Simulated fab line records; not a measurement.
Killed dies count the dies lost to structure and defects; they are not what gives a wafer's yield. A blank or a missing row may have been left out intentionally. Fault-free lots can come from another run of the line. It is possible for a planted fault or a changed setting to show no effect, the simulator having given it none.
fab line records	flow nandHarc
record lots=15	wafers=43	lastDay=34
route steps=1302 shown A_CHANNEL_FILL_D1@501 A_DECK1_JOINT@539 A_ONON_D2@547
lots with no fault: from the same line, run without faults
startH: hours from the record's first day to the start of the lot's first wafer shown	waitH: hours from the lot's prior step to this one	" as in the row above	L1.1+2: one row covering several wafers at once	- no value present, or no start provided	* or withheld: withheld	< > ~ a bound
route shown NAME@n: NAME is a module with steps in the file, n the number in the route of the first one	usual: the fault-free wafers' mean and standard deviation	same: alike in all rows	chamber/n: place in a boat	sites: readings site by site	_std_site: standard deviation across them	_edge_site: inner sites' mean taken away from outer sites' mean	radiusMm: for every site, how far away it sits from the centre of the wafer	mask NAME#n: copy n	behind: the last tool/chamber to shape the wafer	hold: the reason the lot was held/the length of the hold in hours/how it ended	device: the transistor (n, p or np) that didn't switch	end of line: the route-end tests of the same wafers	where a step has no rows: the recipe by itself	killed: not the wafer's yield, but the dies lost to structure and defects at the first sort	map: shows each die of a wafer: x if killed, . if not, _ if none is there
set.NAME: the setting as run; set.NAME@STEP: as run at that earlier step	model.NAME: the simulator's own value behind a step, which no gauge read
a sample of lots followed through the steps of the route, with each step as a table and each wafer as a row
services: the hour from which a tool's chamber was out of use, counted from the record's first day as startH (under 0 if before that day), plus the number of hours and why
## steps
# step NHARC_A_CHANNEL_FILL_D1_STRIP_28
# recipe timeS=20	o2FlowSccm=500	arFlowSccm=0	biasW=0	chemistry=O2
# usual drypumpMotorCurrentA=6.1/0.5	oesProductAu=1.001/0.0077	rfVppV=57.9/0.87	showerheadPlenumPTorr=3.55/0.13	throttleValvePct=17.037/0.0094
# same biasW=0
lot.wafer	tool	chamber	startH	waitH	drypumpMotorCurrentA	oesProductAu	rfHoursCounterH	rfVppV	showerheadPlenumPTorr	throttleValvePct
L996.3	rieDiel-10	3	227.40	0.1	6.7	1.004	7.7	57.2	3.46	17.019
L996.4	"	0	"	"	5.7	1.001	8.0	57.8	3.51	17.024
L996.1	"	2	"	"	6.2	1.004	7.6	56.8	3.57	17.039
L997.4	rieDiel-01	2	227.40	0.1	5.8	0.985	1.5	58.3	3.31	17.036
L997.2	"	3	"	"	6.6	0.998	1.4	60.0	3.78	17.030
L997.1	"	0	"	"	5.4	1.011	1.2	57.4	3.57	17.019
L998.1	rieDiel-01	3	245.97	0.1	6.6	0.996	2.1	57.1	3.78	17.036
L998.2	"	1	"	"	6.4	1.004	1.7	59.4	3.45	17.041
L998.6	"	0	"	"	5.3	1.005	-	57.6	3.57	17.040
L100.2	rieDiel-10	0	260.38	0.1	5.7	0.995	0.9	56.8	3.51	17.061
L100.3	"	2	"	"	6.2	0.993	0.6	56.7	3.57	17.032
L100.5	"	0	"	"	5.7	1.001	-	58.6	3.51	17.022
L101.4	rieDiel-01	0	269.76	0.1	5.4	1.002	2.7	57.6	3.57	17.030
L101.3	"	1	"	"	6.5	1.007	3.3	57.8	3.45	17.024
L101.6	"	0	"	"	5.4	0.995	-	59.0	3.57	17.026
L102.4	rieDiel-11	3	269.76	0.1	6.5	0.992	0.1	58.7	3.61	17.035
L102.6	"	2	"	"	5.8	0.995	-	56.5	3.44	17.031
L102.5	"	3	"	"	6.5	1.002	-	56.8	3.61	17.051
L104.3	rieDiel-01	3	293.39	0.1	6.6	1.009	4.3	57.8	3.78	17.048
L104.2	"	2	"	"	5.8	1.002	4.7	58.1	3.31	17.046
L104.5	"	3	"	"	6.6	1.013	-	58.0	3.78	17.038
L105.1	rieDiel-10	1	309.10	0.1	5.7	0.993	4.0	55.8	3.75	17.039
L105.3	"	3	"	"	6.7	1.005	4.3	58.5	3.45	17.030
L105.5	"	2	"	"	6.2	1.007	-	57.3	3.56	17.035
L106.2	rieDiel-11	0	316.23	0.1	5.2	1.008	2.1	57.8	3.60	17.022
L106.3	"	1	"	"	6.7	1.000	2.7	59.2	3.51	17.017
L106.6	"	3	"	"	6.5	0.998	-	58.8	3.61	17.038
L107.2	rieDiel-10	1	326.97	0.1	5.7	1.005	4.2	58.6	3.75	17.036
L107.3	"	2	"	"	6.2	1.006	4.2	59.5	3.56	17.048
L109.2	rieDiel-01	1	335.67	0.1	6.4	1.002	6.6	56.7	3.45	17.038
L109.1	"	2	"	"	5.8	0.998	6.5	58.7	3.31	17.033
L116.3	rieDiel-01	1	406.69	0.1	6.4	1.004	0.9	58.0	3.45	17.026
L116.4	"	2	"	"	5.8	0.993	0.9	57.1	3.31	17.032
L116.5	"	2	"	"	5.8	0.994	-	56.3	3.31	17.056
L117.1	rieDiel-11	1	426.06	0.1	6.7	0.994	8.3	57.5	3.51	17.034
L117.2	"	2	"	"	5.8	0.999	8.1	56.7	3.44	17.043
L117.5	"	1	"	"	6.7	1.001	-	56.4	3.51	17.031
L118.3	rieDiel-01	0	440.93	0.1	5.3	1.015	2.1	57.7	3.56	17.040
L118.1	"	1	"	"	6.5	1.000	2.1	58.9	3.45	17.032
L118.5	"	3	"	"	6.6	1.000	-	59.9	3.77	17.042
L119.2	rieDiel-01	3	450.65	0.1	6.6	0.991	2.0	58.7	3.77	17.025
L119.3	"	1	"	"	6.5	1.005	2.1	57.5	3.45	17.046
L119.6	"	2	"	"	5.8	1.001	-	57.2	3.31	17.052
# step NHARC_A_DECK1_JOINT_CMP_02
# recipe material=SiOx
# usual motorCurrentA=11.5/1.1
lot.wafer	tool	chamber	startH	waitH	motorCurrentA
L997.1	cmp-04	2	303.51	0.4	12.0
L997.4	"	3	"	"	11.7
L997.2	"	0	"	"	11.7
L996.4	cmp-03	3	303.51	0.4	10.9
L996.1	"	0	"	"	12.7
L996.3	"	2	"	"	10.3
L998.2	cmp-02	1	303.53	0.4	10.8
L998.1	"	3	"	"	11.5
L998.6	"	0	"	"	13.7
L100.3	cmp-02	3	318.09	0.4	11.2
L100.2	"	1	"	"	11.4
L100.5	"	0	"	"	13.3
L101.4	cmp-04	3	325.47	0.4	11.0
L101.3	"	0	"	"	12.1
L101.6	"	0	"	"	12.2
L102.4	cmp-02	2	325.52	0.4	9.9
L102.6	"	0	"	"	12.3
L102.5	"	1	"	"	11.1
L104.3	cmp-02	0	352.68	0.4	12.6
L104.2	"	2	"	"	10.5
L104.5	"	1	"	"	11.0
L105.1	cmp-03	2	364.16	0.4	9.9
L105.3	"	1	"	"	13.2
L105.5	"	2	"	"	10.0
L106.2	cmp-02	1	384.27	0.4	11.1
L106.3	"	3	"	"	11.4
L106.6	"	1	"	"	11.6
L107.2	cmp-02	2	387.87	0.4	9.9
L107.3	"	0	"	"	13.2
L109.1	cmp-02	3	395.16	0.4	11.0
L109.2	"	1	"	"	11.5
L116.3	cmp-02	0	466.80	0.4	13.7
L116.4	"	3	"	"	11.4
L116.5	"	0	"	"	12.7
L117.1	cmp-03	1	490.83	0.4	11.7
L117.2	"	2	"	"	10.2
L117.5	"	1	"	"	12.1
L118.3	cmp-03	1	502.03	0.4	12.7
L118.1	"	3	"	"	10.3
L118.5	"	1	"	"	12.3
L119.3	cmp-04	1	507.60	0.4	10.5
L119.2	"	3	"	"	11.7
L119.6	"	0	"	"	12.1
# step NHARC_A_ONON_D2_DEP_03
# recipe targetThkA=10000	n2FlowSccm=2750	n2oFlowSccm=2000	nh3FlowSccm=500	sih4FlowSccm=210	tempC=400
# usual nh3FlowSccm=500.0/1.6
lot.wafer	tool	chamber	startH	waitH	nh3FlowSccm
L998.1	pecvdOnon-02	0	304.89	0.1	499.7
L998.2	"	0	"	"	499.7
L998.6	"	0	"	"	501.1
L996.1	pecvdOnon-04	0	305.15	0.2	503.6
L996.3	"	0	"	"	503.0
L996.4	"	0	"	"	501.6
L997.1	pecvdOnon-02	0	305.25	0.1	498.5
L997.2	"	0	"	"	498.2
L997.4	"	0	"	"	498.4
L100.2	pecvdOnon-01	0	319.87	0.2	498.0
L100.3	"	0	"	"	497.2
L100.5	"	0	"	"	498.5
L101.3	pecvdOnon-01	0	326.92	0.2	502.6
L101.4	"	0	"	"	501.0
L101.6	"	0	"	"	499.0
L102.4	pecvdOnon-04	0	326.98	0.2	500.8
L102.5	"	0	"	"	498.6
L102.6	"	0	"	"	496.6
L104.2	pecvdOnon-04	0	354.08	0.1	501.3
L104.3	"	0	"	"	498.0
L104.5	"	0	"	"	498.1
L105.1	pecvdOnon-04	0	365.50	0.1	500.2
L105.3	"	0	"	"	500.9
L105.5	"	0	"	"	499.2
L106.2	pecvdOnon-04	0	385.66	0.1	498.1
L106.3	"	0	"	"	499.3
L106.6	"	0	"	"	501.0
L107.2	pecvdOnon-04	0	389.30	0.1	500.4
L107.3	"	0	"	"	499.1
L109.1	pecvdOnon-04	0	396.48	0.1	499.7
L109.2	"	0	"	"	499.4
L116.3	pecvdOnon-02	0	468.28	0.2	498.0
L116.4	"	0	"	"	499.7
L116.5	"	0	"	"	499.4
L117.1	pecvdOnon-02	0	492.19	0.1	501.4
L117.2	"	0	"	"	501.5
L117.5	"	0	"	"	501.2
L118.1	pecvdOnon-02	0	503.38	0.1	499.8
L118.3	"	0	"	"	499.6
L118.5	"	0	"	"	501.5
L119.2	pecvdOnon-04	0	509.08	0.1	498.4
L119.3	"	0	"	"	502.5
L119.6	"	0	"	"	501.1
# step NHARC_A_ONON_D2_THK_MEAS_05
# recipe thkMeasGauge=ellipsometry
# usual thkNm=998/10
lot.wafer	tool	chamber	startH	waitH	thkNm
L998.1	filmMetro-02	-	305.41	-	989
L998.2	"	-	"	"	991
L998.6	"	-	"	"	992
L996.1	filmMetro-01	-	305.67	-	992
L996.3	"	-	"	"	992
L996.4	"	-	"	"	992
L997.1	filmMetro-02	-	305.79	-	993
L997.2	"	-	"	"	994
L997.4	"	-	"	"	994
L100.2	filmMetro-01	-	320.33	-	998
L100.3	"	-	"	"	999
L100.5	"	-	"	"	998
L101.3	filmMetro-02	-	327.31	-	1007
L101.4	"	-	"	"	1007
L101.6	"	-	"	"	1009
L102.4	filmMetro-01	-	327.32	-	1008
L102.5	"	-	"	"	1006
L102.6	"	-	"	"	1007
L104.2	filmMetro-01	-	354.53	-	1019
L104.3	"	-	"	"	1020
L104.5	"	-	"	"	1020
L105.1	filmMetro-01	-	366.01	-	983
L105.3	"	-	"	"	982
L105.5	"	-	"	"	982
L106.2	filmMetro-01	-	386.11	-	996
L106.3	"	-	"	"	635
L106.6	"	-	"	"	997
L107.2	filmMetro-01	-	389.76	-	999
L107.3	"	-	"	"	636
L109.1	filmMetro-01	-	396.99	-	632
L109.2	"	-	"	"	993
L116.3	filmMetro-01	-	468.68	-	1006
L116.4	"	-	"	"	1007
L116.5	"	-	"	"	1007
L117.1	filmMetro-02	-	492.71	-	976
L117.2	"	-	"	"	977
L117.5	"	-	"	"	978
L118.1	filmMetro-02	-	503.89	-	1004
L118.3	"	-	"	"	1004
L118.5	"	-	"	"	1006
L119.2	filmMetro-02	-	509.54	-	1013
L119.3	"	-	"	"	1013
L119.6	"	-	"	"	1014
## services
tool	chamber	startH	hours	kind
rieDiel-01	-	203.83	9.0	pm
cmp-02	-	232.50	4.0	pm
cmp-03	-	246.41	0.8	repair
cmp-03	-	260.00	4.0	pm
cmp-03	-	268.47	0.7	repair
rieDiel-01	-	292.44	0.5	repair
rieDiel-01	3	295.00	7.8	repair
pecvdOnon-04	-	311.00	13.0	pm
cmp-03	-	319.36	1.7	repair
cmp-02	-	330.50	4.0	pm
cmp-03	-	332.25	1.1	repair
rieDiel-01	3	350.63	5.5	repair
cmp-02	-	354.96	1.8	repair
pecvdOnon-02	-	366.08	13.0	pm
cmp-02	-	380.47	0.8	repair
rieDiel-01	-	380.83	9.0	pm
rieDiel-01	-	422.62	1.0	repair
cmp-02	-	428.50	4.0	pm
cmp-02	-	469.27	0.3	repair
rieDiel-01	3	471.01	12.4	repair
cmp-02	-	478.68	1.0	repair
cmp-02	-	481.63	2.4	repair
rieDiel-01	0	483.50	16.5	repair
pecvdOnon-04	-	492.00	13.0	pm
## key
firstSign step=NHARC_A_ONON_D2_THK_MEAS_05	reading=thkNm	direction=down	sigmas=36	usual=998	struck=634
effect none on later readings
metAt NHARC_A_ONON_D2_DEP_03
struckLots L106,L107,L109
struckWafers L106.3,L107.3,L109.1
laterRowsLeftOut L106.3,L107.3,L109.1
sortLeftOut L106.3,L107.3,L109.1
testerLeftOut L106,L107,L109
notActingAt NHARC_A_CHANNEL_FILL_D1_STRIP_28,NHARC_A_DECK1_JOINT_CMP_02
onsetBetween 365.50 385.66
fault kind=processParameterDrift	tool=pecvdOnon-04	chamber=-	onsetH=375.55	steps=NHARC_A_ONON_D2_DEP_03	channel=targetThkA	offset=*	shape=step	endH=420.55	scope=struckWafersOnly	actsIn=*	stated=*
# testerLeftOut: of these lots the tester's yield and bins aren't shown, on N5 and GAA mostly nor the transistor test; their killed dies are dies lost to structure and defects alone, not to doping, threshold or leakage, so they don't give the yield
# sortLeftOut: the simulated sort isn't trusted on such a fault, so these wafers' sort isn't shown, and their yield isn't known
# laterRowsLeftOut: the simulator's readings of these wafers behind a module that went badly wrong aren't trusted and aren't shown, but for the sort
